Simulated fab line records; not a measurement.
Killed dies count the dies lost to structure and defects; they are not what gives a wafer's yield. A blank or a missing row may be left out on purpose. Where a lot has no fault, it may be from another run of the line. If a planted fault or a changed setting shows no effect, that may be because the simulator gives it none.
Chamber matching | flow nand-harc | 4 sister chambers for NHARC_A_STAIRCASE_ETCH_227 on rie-diel-03
The step etches the open film in C4F8/O2, target depth 100 nm, time 40.5 s. 14 wafers are shown with their chamber, then 6 later ones without.

WAFERS PAIRED WITH THEIR CHAMBERS
wafer  | chamber | rf-vpp-V (V) | oes-product-au (a.u.)
L865.1 | 0       | 896          | 0.949
L865.5 | 3       | 896          | 0.953
L865.6 | 0       | 898          | 0.962
L866.1 | 1       | 904          | 0.937
L866.3 | 0       | 896          | 0.949
L866.4 | 3       | 895          | 0.950
L868.1 | 2       | 892          | 0.934
L868.2 | 1       | 904          | 0.947
L868.6 | 3       | 897          | 0.948
L874.1 | 1       | 904          | 0.947
L874.4 | 2       | 893          | 0.938
L874.5 | 2       | 892          | 0.939
L879.4 | 0       | 895          | 0.940
L879.5 | 3       | 894          | 0.934

SIGNATURES, as means of the wafers listed above
reading        | chamber 0 | chamber 1 | chamber 2 | chamber 3 | scatter within a chamber
rf-vpp-V       | 896.25    | 904.00    | 892.33    | 895.50    | 1.02
oes-product-au | 0.95000   | 0.94367   | 0.93700   | 0.94625   | 0.00734
Rule: for each reading, subtract the chamber's mean from the wafer's reading, divide by that reading's scatter and square the result; add these up over the readings and take the root, which gives the wafer's distance from the chamber. The wafer belongs to the nearest chamber; if the next one is less than 2 further off, it can't be placed. The scatter is the square root of a quotient: the sum, over the shown wafers, of each reading's squared deviation from its chamber's mean, divided by wafers minus chambers.

WAFERS MISSING THEIR CHAMBER
wafer  | rf-vpp-V (V) | oes-product-au (a.u.)
L879.6 | 894          | 0.930
L885.4 | 893          | 0.935
L886.3 | 895          | 0.926
L886.5 | 893          | 0.934
L887.3 | 903          | 0.942
L887.5 | 905          | 0.935

WHICH CHAMBER EACH ONE RAN IN
wafer  | from the rows above          | in truth
L879.6 | can't be placed: 2 or 3 or 0 | 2
L885.4 | 2                            | 2
L886.3 | can't be placed: 3 or 2 or 0 | 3
L886.5 | 2                            | 2
L887.3 | 1                            | 1
L887.5 | 1                            | 1
4 of 6 placed correctly. These rows do not allow placing 2 (true chamber among the candidates in 2). 0 placed wrongly.
